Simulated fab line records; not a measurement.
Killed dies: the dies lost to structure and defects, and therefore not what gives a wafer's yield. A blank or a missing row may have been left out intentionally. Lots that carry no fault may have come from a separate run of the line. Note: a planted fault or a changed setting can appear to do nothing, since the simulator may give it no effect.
fab line records + flow n5_finfet
record
- lots=14
- wafers=42
- last_day=17
route steps=1938 shown MOL_CONTACT_COAG@608 BEOL_M0_SAQP@634 BEOL_M4@1111
lots that met no fault: from a run of the same line without faults
start_h: start of the lot's first displayed wafer, in hours after the record's first day + wait_h: hours from the lot's prior step to this one + " same as the row above + L1.1+2: a single row standing in for several wafers + - no value present, or no start provided + * or withheld: withheld + < > ~ a bound
route shown NAME@n: a module of which the file shows steps, and the number in the route of the first + usual: mean and standard deviation over wafers with no fault + same: alike in all rows + chamber/n: place in a boat + sites: the reading at each site + _std_site: their standard deviation + _edge_site: inner sites' mean taken away from outer sites' mean + radius_mm: how far each site lies from the wafer's centre + mask NAME#n: copy n + behind: the tool/chamber that last shaped the wafer + hold: what put the lot on hold/how long, in hours/how the hold closed + device: transistor that didn't switch, given as n, p or np + end of line: tests of these same wafers at the route's end + a step without rows: its recipe alone + killed: dies that structure and defects cost at the first sort, which is not the same as the wafer's yield + map: per-die view of a wafer (x killed, . not killed, _ where there is no die)
set.NAME: the run value of the setting; set.NAME@STEP: its run value at that earlier step + model.NAME: the simulator's own value behind a step, which no gauge read
the route's steps for a sample of lots (tables are steps, rows are wafers)
services: the hour from which a tool's chamber was out of use, counted from the record's first day as start_h (under 0 if before that day), plus the number of hours and why
## steps
# step N5_MOL_CONTACT_COAG_ALD_133
# recipe
- material=SiO2
- target_thk_a=50
- temp_c=100
- ald_precursor_family=BDEAS
- ald_co_reactant=O2-plasma
- pulse_time_s=1
- co_reactant_pulse_time_s=1
- purge_time_s=2
- co_reactant_purge_time_s=2
- ald_cycles=35
- pressure_torr=2
# usual
- heater_power_w=80/6.4
- precursor_pulse_height_rel=1.001/0.017
| lot.wafer | tool       | chamber | start_h | wait_h | heater_power_w | precursor_pulse_height_rel |
|-----------|------------|---------|---------|--------|----------------|----------------------------|
| L179.2    | ald_sin-01 | 2       | 102.86  | 0.1    | 72             | 1.009                      |
| L179.3    | "          | 1       | "       | "      | 83             | 1.005                      |
| L179.5    | "          | 0       | "       | "      | 75             | 0.981                      |
| L180.2    | ald_sin-01 | 0       | 104.40  | 0.1    | 72             | 1.024                      |
| L180.3    | "          | 3       | "       | "      | 79             | 1.003                      |
| L180.4    | "          | 1       | "       | "      | 80             | 0.986                      |
| L181.1    | ald_sin-04 | 0       | 111.91  | 0.1    | 76             | 1.025                      |
| L181.2    | "          | 2       | "       | "      | 88             | 1.022                      |
| L181.5    | "          | 0       | "       | "      | 77             | 1.026                      |
| L183.2    | ald_sin-01 | 1       | 120.68  | 0.1    | 81             | 0.991                      |
| L183.3    | "          | 3       | "       | "      | 81             | 1.019                      |
| L183.6    | "          | 2       | "       | "      | 73             | 0.985                      |
| L185.2    | ald_sin-02 | 0       | 137.71  | 0.1    | 91             | 1.015                      |
| L185.3    | "          | 2       | "       | "      | 82             | 1.012                      |
| L185.6    | "          | 1       | "       | "      | 79             | 0.986                      |
| L188.1    | ald_sin-02 | 0       | 150.52  | 0.1    | 92             | 1.041                      |
| L188.2    | "          | 1       | "       | "      | 79             | 1.020                      |
| L188.6    | "          | 0       | "       | "      | 93             | 0.968                      |
| L191.3    | ald_sin-01 | 3       | 175.87  | 0.1    | 81             | 1.021                      |
| L191.5    | "          | 2       | "       | "      | 71             | 0.986                      |
| L191.6    | "          | 3       | "       | "      | 77             | 1.016                      |
| L192.3    | ald_sin-01 | 3       | 181.55  | 0.7    | 80             | 0.989                      |
| L192.4    | "          | 0       | "       | "      | 73             | 1.017                      |
| L192.5    | "          | 3       | "       | "      | 80             | 0.986                      |
| L193.1    | ald_sin-01 | 1       | 185.78  | 0.3    | 83             | 0.974                      |
| L193.4    | "          | 2       | "       | "      | 73             | 1.027                      |
| L193.5    | "          | 3       | "       | "      | 80             | 1.009                      |
| L196.2    | ald_sin-04 | 3       | 201.64  | 0.1    | 72             | 0.978                      |
| L196.3    | "          | 1       | "       | "      | 83             | 1.011                      |
| L196.6    | "          | 3       | "       | "      | 72             | 0.997                      |
| L198.1    | ald_sin-04 | 3       | 212.44  | 0.1    | 71             | 0.989                      |
| L198.2    | "          | 2       | "       | "      | 86             | 0.996                      |
| L198.5    | "          | 2       | "       | "      | 87             | 1.013                      |
| L199.1    | ald_sin-02 | 3       | 215.30  | 0.1    | 81             | 0.986                      |
| L199.2    | "          | 2       | "       | "      | 79             | 0.991                      |
| L199.4    | "          | 1       | "       | "      | 81             | 0.988                      |
| L200.1    | ald_sin-04 | 2       | 224.82  | 0.1    | 87             | 0.982                      |
| L200.3    | "          | 3       | "       | "      | 73             | 1.037                      |
| L200.6    | "          | 1       | "       | "      | 86             | 1.029                      |
| L201.2    | ald_sin-01 | 3       | 229.75  | 0.1    | 82             | 1.010                      |
| L201.5    | "          | 3       | "       | "      | 82             | 0.976                      |
| L201.6    | "          | 0       | "       | "      | 75             | 0.967                      |
# step N5_BEOL_M0_SAQP_HM_DEP_02
# recipe
- material=TiN
- target_thk_a=120
- temp_c=25
- chamber_pressure_pa=0.49996
# usual
- throttle_valve_pct=30.1/0.68
| lot.wafer | tool           | chamber | start_h | wait_h | throttle_valve_pct |
|-----------|----------------|---------|---------|--------|--------------------|
| L180.2    | pvd_sputter-03 | -       | 109.49  | 0.2    | 28.6               |
| L180.3    | "              | -       | "       | "      | 30.7               |
| L180.4    | "              | -       | "       | "      | 30.4               |
| L179.2    | pvd_sputter-03 | -       | 109.59  | 0.3    | 30.9               |
| L179.3    | "              | -       | "       | "      | 28.7               |
| L179.5    | "              | -       | "       | "      | 30.1               |
| L181.1    | pvd_sputter-02 | -       | 117.13  | 0.1    | 30.7               |
| L181.2    | "              | -       | "       | "      | 30.3               |
| L181.5    | "              | -       | "       | "      | 29.2               |
| L183.2    | pvd_sputter-03 | -       | 129.08  | 1.0    | 30.4               |
| L183.3    | "              | -       | "       | "      | 28.7               |
| L183.6    | "              | -       | "       | "      | 30.7               |
| L185.2    | pvd_sputter-01 | -       | 144.09  | 1.5    | 30.7               |
| L185.3    | "              | -       | "       | "      | 29.5               |
| L185.6    | "              | -       | "       | "      | 30.9               |
| L188.1    | pvd_sputter-01 | -       | 157.49  | 1.2    | 29.9               |
| L188.2    | "              | -       | "       | "      | 30.4               |
| L188.6    | "              | -       | "       | "      | 30.0               |
| L191.3    | pvd_sputter-03 | -       | 181.82  | 1.1    | 30.7               |
| L191.5    | "              | -       | "       | "      | 28.6               |
| L191.6    | "              | -       | "       | "      | 30.6               |
| L192.3    | pvd_sputter-01 | -       | 188.57  | 2.2    | 29.6               |
| L192.4    | "              | -       | "       | "      | 30.0               |
| L192.5    | "              | -       | "       | "      | 30.6               |
| L193.1    | pvd_sputter-03 | -       | 190.73  | 0.1    | 30.4               |
| L193.4    | "              | -       | "       | "      | 30.0               |
| L193.5    | "              | -       | "       | "      | 30.5               |
| L196.2    | pvd_sputter-01 | -       | 206.78  | 0.3    | 30.4               |
| L196.3    | "              | -       | "       | "      | 30.7               |
| L196.6    | "              | -       | "       | "      | 29.9               |
| L198.1    | pvd_sputter-01 | -       | 218.86  | 1.5    | 31.1               |
| L198.2    | "              | -       | "       | "      | 30.7               |
| L198.5    | "              | -       | "       | "      | 30.8               |
| L199.1    | pvd_sputter-03 | -       | 220.95  | 0.6    | 30.8               |
| L199.2    | "              | -       | "       | "      | 28.7               |
| L199.4    | "              | -       | "       | "      | 30.7               |
| L200.1    | pvd_sputter-01 | -       | 230.67  | 0.6    | 29.4               |
| L200.3    | "              | -       | "       | "      | 30.2               |
| L200.6    | "              | -       | "       | "      | 30.6               |
| L201.2    | pvd_sputter-02 | -       | 236.26  | 1.7    | 30.3               |
| L201.5    | "              | -       | "       | "      | 30.4               |
| L201.6    | "              | -       | "       | "      | 30.4               |
# step N5_BEOL_M0_SAQP_PECVD_03
# recipe
- material=SiCN
- target_thk_a=120
- temp_c=withheld
- precursor=3MS/NH3
- pressure_torr=3
- rf_w=202
- time_s=21.1
# usual
- chamber_pressure_Torr=2.999/0.0065
- rf_fwd_power_W=199.7/0.86
- showerhead_plenum_p_Torr=3.669/0.012
- throttle_valve_pct=9.2/0.45
| lot.wafer | tool     | chamber | start_h | wait_h | chamber_pressure_Torr | rf_fwd_power_W | showerhead_plenum_p_Torr | throttle_valve_pct |
|-----------|----------|---------|---------|--------|-----------------------|----------------|--------------------------|--------------------|
| L180.2    | pecvd-01 | 0       | 109.61  | 0.1    | 2.996                 | 198.9          | 3.652                    | 9.6                |
| L180.3    | "        | 1       | "       | "      | 2.998                 | 198.0          | 3.662                    | 8.9                |
| L180.4    | "        | 2       | "       | "      | 2.997                 | 200.2          | 3.679                    | 8.9                |
| L179.2    | pecvd-02 | 0       | 109.71  | 0.1    | 2.997                 | 199.3          | 3.698                    | 8.5                |
| L179.3    | "        | 2       | "       | "      | 2.996                 | 200.8          | 3.682                    | 9.4                |
| L179.5    | "        | 0       | "       | "      | 2.992                 | 199.5          | 3.692                    | 8.8                |
| L181.1    | pecvd-03 | 1       | 117.25  | 0.1    | 3.002                 | 199.5          | 3.671                    | 9.3                |
| L181.2    | "        | 0       | "       | "      | 2.983                 | 200.4          | 3.666                    | 9.6                |
| L181.5    | "        | 1       | "       | "      | 3.007                 | 199.7          | 3.670                    | 9.3                |
| L183.2    | pecvd-01 | 2       | 129.20  | 0.1    | 3.014                 | 200.1          | 3.675                    | 9.1                |
| L183.3    | "        | 0       | "       | "      | 2.996                 | 198.7          | 3.651                    | 9.5                |
| L183.6    | "        | 1       | "       | "      | 2.991                 | 198.6          | 3.658                    | 8.8                |
| L185.2    | pecvd-02 | 2       | 144.21  | 0.1    | 2.995                 | 200.7          | 3.681                    | 9.1                |
| L185.3    | "        | 0       | "       | "      | 2.995                 | 199.9          | 3.686                    | 8.5                |
| L185.6    | "        | 2       | "       | "      | 2.995                 | 201.3          | 3.680                    | 9.3                |
| L188.1    | pecvd-03 | 1       | 157.61  | 0.1    | 2.996                 | 200.2          | 3.678                    | 9.5                |
| L188.2    | "        | 0       | "       | "      | 2.997                 | 200.5          | 3.660                    | 9.6                |
| L188.6    | "        | 0       | "       | "      | 3.003                 | 200.6          | 3.657                    | 9.6                |
| L191.3    | pecvd-02 | 2       | 181.94  | 0.1    | -                     | -              | -                        | -                  |
| L191.5    | "        | 0       | "       | "      | -                     | -              | -                        | -                  |
| L191.6    | "        | 2       | "       | "      | -                     | -              | -                        | -                  |
| L192.3    | pecvd-03 | 2       | 188.69  | 0.1    | -                     | -              | -                        | -                  |
| L192.4    | "        | 0       | "       | "      | -                     | -              | -                        | -                  |
| L192.5    | "        | 2       | "       | "      | -                     | -              | -                        | -                  |
| L193.1    | pecvd-02 | 1       | 190.85  | 0.1    | 3.009                 | 199.7          | 3.643                    | 9.6                |
| L193.4    | "        | 0       | "       | "      | 2.999                 | 200.3          | 3.687                    | 8.7                |
| L193.5    | "        | 2       | "       | "      | 2.997                 | 199.9          | 3.685                    | 9.3                |
| L196.2    | pecvd-03 | 0       | 206.90  | 0.1    | 2.995                 | 200.2          | 3.671                    | 9.9                |
| L196.3    | "        | 1       | "       | "      | 3.008                 | 199.8          | 3.671                    | 9.5                |
| L196.6    | "        | 2       | "       | "      | 3.007                 | 200.8          | 3.674                    | 8.6                |
| L198.1    | pecvd-02 | 0       | 218.98  | 0.1    | 3.012                 | 199.3          | 3.689                    | 8.7                |
| L198.2    | "        | 1       | "       | "      | 3.001                 | 198.5          | 3.665                    | 9.5                |
| L198.5    | "        | 0       | "       | "      | 3.001                 | 200.2          | 3.684                    | 8.6                |
| L199.1    | pecvd-02 | 0       | 221.07  | 0.1    | 2.998                 | 199.4          | 3.693                    | 8.7                |
| L199.2    | "        | 1       | "       | "      | 3.004                 | 199.4          | 3.658                    | 9.9                |
| L199.4    | "        | 1       | "       | "      | 3.004                 | 200.0          | 3.668                    | 9.5                |
| L200.1    | pecvd-01 | 0       | 230.79  | 0.1    | 3.004                 | 198.7          | 3.651                    | 9.5                |
| L200.3    | "        | 1       | "       | "      | 2.993                 | 197.8          | 3.660                    | 9.0                |
| L200.6    | "        | 0       | "       | "      | 2.997                 | 200.0          | 3.657                    | 9.5                |
| L201.2    | pecvd-03 | 1       | 236.38  | 0.1    | 2.993                 | 200.6          | 3.666                    | 9.6                |
| L201.5    | "        | 2       | "       | "      | 2.987                 | 198.6          | 3.671                    | 8.5                |
| L201.6    | "        | 0       | "       | "      | 3.005                 | 200.2          | 3.669                    | 9.8                |
# step N5_BEOL_M0_SAQP_PECVD_96
# recipe
- material=a-Si
- target_thk_a=450
- temp_c=350
- precursor=SiH4/He
- pressure_torr=3
- rf_w=100
- time_s=45.2
# usual
- chamber_pressure_Torr=3.000/0.0064
- heater_power_outer_w=344/42
- heater_power_w=592/66
- showerhead_plenum_p_Torr=5.68/0.042
- throttle_valve_pct=18.4/0.87
| lot.wafer | tool     | chamber | start_h | wait_h | chamber_pressure_Torr | heater_power_outer_w | heater_power_w | showerhead_plenum_p_Torr | throttle_valve_pct |
|-----------|----------|---------|---------|--------|-----------------------|----------------------|----------------|--------------------------|--------------------|
| L180.2    | pecvd-01 | 0       | 109.64  | 0.0    | 2.995                 | 367                  | 615            | 5.64                     | 19.0               |
| L180.3    | "        | 1       | "       | "      | 3.010                 | 406                  | 699            | 5.66                     | 17.5               |
| L180.4    | "        | 2       | "       | "      | 3.000                 | 330                  | 616            | 5.67                     | 17.9               |
| L179.2    | pecvd-02 | 0       | 109.76  | 0.0    | 3.011                 | 357                  | 584            | 5.73                     | 17.2               |
| L179.3    | "        | 2       | "       | "      | 2.998                 | 373                  | 652            | 5.74                     | 18.5               |
| L179.5    | "        | 0       | "       | "      | 3.007                 | 362                  | 587            | 5.73                     | 17.1               |
| L181.1    | pecvd-03 | 1       | 117.28  | 0.0    | 2.984                 | 307                  | 539            | 5.70                     | 18.8               |
| L181.2    | "        | 0       | "       | "      | 3.001                 | 282                  | 474            | 5.69                     | 19.4               |
| L181.5    | "        | 1       | "       | "      | 2.991                 | 316                  | 552            | 5.67                     | 18.7               |
| L183.2    | pecvd-01 | 2       | 129.23  | 0.0    | 2.992                 | 353                  | 631            | 5.68                     | 17.8               |
| L183.3    | "        | 0       | "       | "      | 2.998                 | 413                  | 672            | 5.63                     | 19.0               |
| L183.6    | "        | 1       | "       | "      | 3.002                 | 345                  | 621            | 5.64                     | 17.7               |
| L185.2    | pecvd-02 | 2       | 144.24  | 0.0    | 3.003                 | 369                  | 658            | 5.73                     | 18.8               |
| L185.3    | "        | 0       | "       | "      | 3.000                 | 391                  | 620            | 5.74                     | 17.4               |
| L185.6    | "        | 2       | "       | "      | 2.997                 | 380                  | 664            | 5.74                     | 18.5               |
| L188.1    | pecvd-03 | 1       | 157.64  | 0.0    | 3.006                 | 296                  | 516            | 5.67                     | 19.1               |
| L188.2    | "        | 0       | "       | "      | 3.003                 | 290                  | 494            | 5.68                     | 19.6               |
| L188.6    | "        | 0       | "       | "      | 2.994                 | 286                  | 478            | 5.68                     | 19.4               |
| L191.3    | pecvd-02 | 2       | 181.97  | 0.0    | 3.002                 | 360                  | 635            | 5.73                     | 18.6               |
| L191.5    | "        | 0       | "       | "      | 2.995                 | 403                  | 653            | 5.75                     | 17.3               |
| L191.6    | "        | 2       | "       | "      | 2.999                 | 363                  | 633            | 5.75                     | 18.6               |
| L192.3    | pecvd-03 | 2       | 188.72  | 0.0    | 2.991                 | 361                  | 600            | 5.67                     | 17.3               |
| L192.4    | "        | 0       | "       | "      | 2.995                 | 279                  | 473            | 5.68                     | 19.7               |
| L192.5    | "        | 2       | "       | "      | 3.007                 | 354                  | 597            | 5.65                     | 17.2               |
| L193.1    | pecvd-02 | 1       | 190.88  | 0.0    | 2.992                 | 317                  | 572            | 5.62                     | 19.2               |
| L193.4    | "        | 0       | "       | "      | 3.003                 | 350                  | 603            | 5.74                     | 17.3               |
| L193.5    | "        | 2       | "       | "      | 3.002                 | 362                  | 646            | 5.75                     | 18.9               |
| L196.2    | pecvd-03 | 0       | 206.93  | 0.0    | 3.002                 | 294                  | 500            | 5.68                     | 19.9               |
| L196.3    | "        | 1       | "       | "      | 2.998                 | 312                  | 541            | 5.69                     | 18.8               |
| L196.6    | "        | 2       | "       | "      | 3.000                 | 298                  | 517            | 5.64                     | 17.4               |
| L198.1    | pecvd-02 | 0       | 219.03  | 0.0    | 3.002                 | 389                  | 635            | 5.74                     | 17.3               |
| L198.2    | "        | 1       | "       | "      | 2.999                 | 322                  | 588            | 5.63                     | 19.5               |
| L198.5    | "        | 0       | "       | "      | 2.989                 | 390                  | 658            | 5.74                     | 17.4               |
| L199.1    | pecvd-02 | 0       | 221.12  | 0.0    | 3.010                 | 393                  | 620            | 5.76                     | 17.6               |
| L199.2    | "        | 1       | "       | "      | 3.000                 | 347                  | 603            | 5.63                     | 19.3               |
| L199.4    | "        | 1       | "       | "      | 3.001                 | 342                  | 617            | 5.64                     | 19.3               |
| L200.1    | pecvd-01 | 0       | 230.82  | 0.0    | 3.007                 | 393                  | 647            | 5.63                     | 19.4               |
| L200.3    | "        | 1       | "       | "      | 3.011                 | 410                  | 696            | 5.64                     | 18.0               |
| L200.6    | "        | 0       | "       | "      | 3.002                 | 405                  | 655            | 5.64                     | 19.2               |
| L201.2    | pecvd-03 | 1       | 236.41  | 0.0    | 3.011                 | 320                  | 550            | 5.68                     | 19.1               |
| L201.5    | "        | 2       | "       | "      | 2.998                 | 288                  | 520            | 5.67                     | 17.5               |
| L201.6    | "        | 0       | "       | "      | 2.994                 | 280                  | 467            | 5.68                     | 19.2               |
# step N5_BEOL_M0_SAQP_CD_MEAS_29
# recipe
- target_cd_nm=14.4
- landing_energy_ev=1000
- detector=se_inlens
# usual
- cd_nm=14.99/0.23
| lot.wafer | tool      | chamber | start_h | wait_h | cd_nm |
|-----------|-----------|---------|---------|--------|-------|
| L180.2    | cd_sem-01 | 0       | 114.77  | 0.1    | 14.73 |
| L180.3    | "         | 0       | "       | "      | 15.06 |
| L180.4    | "         | 0       | "       | "      | 14.72 |
| L179.2    | cd_sem-01 | 0       | 115.25  | 0.1    | 14.90 |
| L179.3    | "         | 0       | "       | "      | 14.80 |
| L179.5    | "         | 0       | "       | "      | 14.90 |
| L181.1    | cd_sem-02 | 0       | 121.83  | 0.1    | 14.62 |
| L181.2    | "         | 0       | "       | "      | 14.80 |
| L181.5    | "         | 0       | "       | "      | 14.80 |
| L183.2    | cd_sem-01 | 0       | 135.33  | 0.1    | 14.81 |
| L183.3    | "         | 0       | "       | "      | 14.74 |
| L183.6    | "         | 0       | "       | "      | 15.29 |
| L185.2    | cd_sem-03 | 0       | 149.06  | 0.1    | 15.03 |
| L185.3    | "         | 0       | "       | "      | 15.32 |
| L185.6    | "         | 0       | "       | "      | 15.25 |
| L188.1    | cd_sem-03 | 0       | 162.70  | 0.1    | 15.05 |
| L188.2    | "         | 0       | "       | "      | 14.78 |
| L188.6    | "         | 0       | "       | "      | 14.84 |
| L191.3    | cd_sem-02 | 0       | 186.90  | 0.1    | -     |
| L191.5    | "         | 0       | "       | "      | -     |
| L191.6    | "         | 0       | "       | "      | -     |
| L192.3    | cd_sem-03 | 0       | 192.69  | 0.1    | -     |
| L192.4    | "         | 0       | "       | "      | -     |
| L192.5    | "         | 0       | "       | "      | -     |
| L193.1    | cd_sem-01 | 0       | 195.05  | 0.1    | 14.85 |
| L193.4    | "         | 0       | "       | "      | 14.53 |
| L193.5    | "         | 0       | "       | "      | 14.72 |
| L196.2    | cd_sem-01 | 0       | 211.12  | 0.1    | 14.59 |
| L196.3    | "         | 0       | "       | "      | 14.99 |
| L196.6    | "         | 0       | "       | "      | 14.96 |
| L198.1    | cd_sem-01 | 0       | 223.20  | 0.1    | 14.80 |
| L198.2    | "         | 0       | "       | "      | 15.20 |
| L198.5    | "         | 0       | "       | "      | 15.25 |
| L199.1    | cd_sem-02 | 0       | 225.49  | 0.1    | 14.87 |
| L199.2    | "         | 0       | "       | "      | 15.12 |
| L199.4    | "         | 0       | "       | "      | 15.04 |
| L200.1    | cd_sem-01 | 0       | 235.11  | 0.1    | 14.90 |
| L200.3    | "         | 0       | "       | "      | 15.15 |
| L200.6    | "         | 0       | "       | "      | 14.84 |
| L201.2    | cd_sem-02 | 0       | 240.74  | 0.1    | 15.03 |
| L201.5    | "         | 0       | "       | "      | 15.12 |
| L201.6    | "         | 0       | "       | "      | 15.01 |
# step N5_BEOL_M4_RC_MEAS_101
# usual
- DIBL_N=36.5/1.7
- DIBL_P=36.3/2.1
- IOFF_N=0.16/0.036
- IOFF_P=0.21/0.037
- ION_N=676/12
- ION_P=462/7.6
- SS_N=71.5/0.68
- SS_P=73.3/0.63
- VT_N=249/3.5
- VT_P=-250/3.5
| lot.wafer | tool      | chamber | start_h | wait_h | DIBL_N[mV/V] | DIBL_P[mV/V] | IOFF_N[nA/um] | IOFF_P[nA/um] | ION_N[uA/um] | ION_P[uA/um] | SS_N[mV/dec] | SS_P[mV/dec] | VT_N[mV] | VT_P[mV] |
|-----------|-----------|---------|---------|--------|--------------|--------------|---------------|---------------|--------------|--------------|--------------|--------------|----------|----------|
| L179.2    | prober-01 | 0       | 176.10  | 0.2    | 36.5         | 36.5         | 0.18          | 0.22          | 682          | 472          | 71.6         | 73.3         | 248      | -248     |
| L179.3    | "         | 0       | "       | "      | 37.3         | 37.2         | 0.20          | 0.23          | 687          | 463          | 72.3         | 73.7         | 247      | -250     |
| L179.5    | "         | 0       | "       | "      | 37.0         | 36.9         | 0.19          | 0.22          | 685          | 466          | 72.0         | 73.5         | 244      | -248     |
| L181.1    | prober-02 | 0       | 178.95  | 0.0    | 36.3         | 36.9         | 0.16          | 0.18          | 681          | 452          | 71.1         | 73.4         | 250      | -253     |
| L181.2    | "         | 0       | "       | "      | 37.3         | 38.5         | 0.17          | 0.19          | 682          | 452          | 71.8         | 72.8         | 253      | -255     |
| L181.5    | "         | 0       | "       | "      | 36.6         | 38.4         | 0.17          | 0.18          | 675          | 453          | 71.8         | 74.1         | 250      | -256     |
| L180.2    | prober-02 | 0       | 184.13  | 0.2    | 37.9         | 37.5         | 0.20          | 0.24          | 697          | 470          | 71.8         | 73.1         | 243      | -249     |
| L180.3    | "         | 0       | "       | "      | 37.5         | 37.1         | 0.21          | 0.24          | 696          | 476          | 71.3         | 73.3         | 242      | -247     |
| L180.4    | "         | 0       | "       | "      | 36.5         | 36.5         | 0.18          | 0.22          | 685          | 471          | 71.8         | 72.8         | 245      | -247     |
| L183.2    | prober-01 | 0       | 193.78  | 0.2    | 36.3         | 33.9         | 0.14          | 0.18          | 665          | 453          | 71.0         | 72.9         | 254      | -248     |
| L183.3    | "         | 0       | "       | "      | 34.4         | 33.5         | 0.12          | 0.17          | 663          | 453          | 69.8         | 73.0         | 252      | -250     |
| L183.6    | "         | 0       | "       | "      | 34.7         | 33.9         | 0.13          | 0.18          | 664          | 450          | 70.3         | 72.3         | 253      | -249     |
| L185.2    | prober-02 | 0       | 206.14  | 0.2    | 37.0         | 35.0         | 0.14          | 0.20          | 672          | 461          | 71.3         | 72.7         | 253      | -249     |
| L185.3    | "         | 0       | "       | "      | 35.8         | 32.9         | 0.12          | 0.17          | 664          | 459          | 71.0         | 72.8         | 257      | -251     |
| L185.6    | "         | 0       | "       | "      | 35.7         | 33.9         | 0.13          | 0.19          | 659          | 460          | 70.6         | 72.7         | 252      | -251     |
| L188.1    | prober-02 | 0       | 221.94  | 0.0    | 34.7         | 33.5         | 0.12          | 0.15          | 657          | 450          | 71.4         | 73.0         | 250      | -257     |
| L188.2    | "         | 0       | "       | "      | 36.8         | 34.8         | 0.16          | 0.16          | 676          | 452          | 71.7         | 72.9         | 249      | -256     |
| L188.6    | "         | 0       | "       | "      | 37.5         | 36.9         | 0.18          | 0.20          | 683          | 455          | 71.2         | 73.3         | 248      | -254     |
| L193.1    | prober-02 | 0       | 251.60  | 0.0    | 38.1         | 39.7         | 0.23          | 0.26          | 695          | 469          | 73.0         | 73.4         | 244      | -248     |
| L193.4    | "         | 0       | "       | "      | 35.3         | 36.3         | 0.17          | 0.21          | 685          | 467          | 71.8         | 73.4         | 250      | -250     |
| L193.5    | "         | 0       | "       | "      | 36.1         | 37.3         | 0.19          | 0.22          | 688          | 466          | 71.5         | 73.4         | 248      | -252     |
| L196.2    | prober-01 | 0       | 256.84  | 0.2    | 37.6         | 38.6         | 0.18          | 0.22          | 681          | 467          | 72.4         | 73.6         | 248      | -250     |
| L196.3    | "         | 0       | "       | "      | 35.3         | 35.9         | 0.13          | 0.19          | 667          | 459          | 71.0         | 73.3         | 253      | -251     |
| L196.6    | "         | 0       | "       | "      | 39.6         | 40.3         | 0.23          | 0.25          | 682          | 463          | 72.1         | 74.1         | 244      | -247     |
| L198.1    | prober-01 | 0       | 284.40  | 0.2    | 34.3         | 33.5         | 0.11          | 0.15          | 657          | 452          | 71.1         | 72.8         | 255      | -257     |
| L198.2    | "         | 0       | "       | "      | 34.4         | 33.2         | 0.11          | 0.14          | 643          | 441          | 70.9         | 72.3         | 261      | -260     |
| L198.5    | "         | 0       | "       | "      | 37.6         | 38.1         | 0.17          | 0.21          | 670          | 459          | 71.1         | 73.7         | 250      | -251     |
| L199.1    | prober-02 | 0       | 289.05  | 0.0    | 37.4         | 38.3         | 0.16          | 0.22          | 676          | 461          | 71.4         | 74.0         | 251      | -249     |
| L199.2    | "         | 0       | "       | "      | 36.9         | 37.2         | 0.16          | 0.21          | 682          | 461          | 70.6         | 73.2         | 250      | -251     |
| L199.4    | "         | 0       | "       | "      | 37.0         | 37.3         | 0.16          | 0.21          | 667          | 463          | 71.3         | 72.6         | 250      | -248     |
| L200.1    | prober-01 | 0       | 293.40  | 0.0    | 35.0         | 34.1         | 0.12          | 0.17          | 665          | 457          | 71.3         | 72.2         | 252      | -251     |
| L200.3    | "         | 0       | "       | "      | 35.4         | 34.3         | 0.12          | 0.17          | 669          | 455          | 71.1         | 72.6         | 252      | -255     |
| L200.6    | "         | 0       | "       | "      | 38.7         | 38.4         | 0.18          | 0.23          | 678          | 464          | 72.1         | 74.3         | 247      | -248     |
| L201.2    | prober-02 | 0       | 310.87  | 0.2    | 38.3         | 38.7         | 0.19          | 0.25          | 673          | 469          | 72.7         | 73.5         | 246      | -248     |
| L201.5    | "         | 0       | "       | "      | 36.6         | 36.7         | 0.14          | 0.23          | 654          | 459          | 71.7         | 73.3         | 253      | -248     |
| L201.6    | "         | 0       | "       | "      | 35.1         | 35.0         | 0.14          | 0.20          | 668          | 462          | 71.7         | 73.1         | 250      | -249     |
## services
| tool           | chamber | start_h | hours | kind                          |
|----------------|---------|---------|-------|-------------------------------|
| ald_sin-01     | -       | 85.84   | 14.0  | pm                            |
| ald_sin-01     | 0       | 85.84   | 14.0  | vent_cycle                    |
| ald_sin-01     | 1       | 85.84   | 14.0  | vent_cycle                    |
| pvd_sputter-02 | -       | 88.10   | 1.0   | repair                        |
| pecvd-03       | 0       | 90.42   | 5.0   | scheduled_down                |
| ald_sin-02     | -       | 95.70   | 6.0   | pm                            |
| pecvd-02       | -       | 101.13  | 0.5   | repair                        |
| pecvd-02       | -       | 103.94  | 2.8   | pm                            |
| ald_sin-02     | 3       | 123.38  | 3.3   | repair                        |
| ald_sin-04     | 1       | 137.93  | 12.3  | repair                        |
| ald_sin-02     | -       | 140.54  | 0.7   | repair                        |
| pvd_sputter-01 | -       | 151.43  | 3.4   | repair                        |
| pecvd-03       | 2       | 164.67  | 13.1  | repair                        |
| pecvd-02       | 2       | 166.59  | -     | calibration                   |
| ald_sin-04     | -       | 173.10  | 6.0   | pm                            |
| ald_sin-04     | -       | 179.10  | 14.0  | pm                            |
| pecvd-02       | 2       | 202.38  | -     | clean                         |
| pecvd-02       | 2       | 202.38  | -     | consumable_replace:showerhead |
| pecvd-02       | 2       | 202.38  | 29.0  | scheduled_down                |
| pecvd-02       | 2       | 202.38  | 29.0  | vent_cycle                    |
| pecvd-03       | 2       | 210.24  | 18.6  | repair                        |
| ald_sin-02     | -       | 212.74  | 1.2   | repair                        |
| pecvd-03       | 1       | 230.40  | 2.1   | scheduled_down                |
| ald_sin-04     | 1       | 233.85  | 9.4   | repair                        |
## key
first_sign
- step=N5_BEOL_M0_SAQP_PECVD_03
- reading=tool_record
- direction=missing
effect
- step=N5_BEOL_M0_SAQP_CD_MEAS_29
- reading=cd_nm
- direction=missing
met_at N5_BEOL_M0_SAQP_PECVD_03
struck_lots L191,L192
later_rows_left_out L191.3,L191.5,L191.6,L192.3,L192.4,L192.5
sort_left_out L191.3,L191.5,L191.6,L192.3,L192.4,L192.5
not_acting_at N5_MOL_CONTACT_COAG_ALD_133,N5_BEOL_M0_SAQP_HM_DEP_02,N5_BEOL_M0_SAQP_PECVD_96
onset_between 157.61 181.94
fault
- kind=skipped_step_whole
- tool=pecvd-02,pecvd-03
- chamber=-
- onset_h=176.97
- steps=N5_BEOL_M0_SAQP_PECVD_03
- scope=struck_lots_only
# sort_left_out: the simulated sort isn't trusted on such a fault, so these wafers' sort isn't shown, and their yield isn't known
# later_rows_left_out: the simulator's readings of these wafers behind a module that went badly wrong aren't trusted and aren't shown, but for the sort
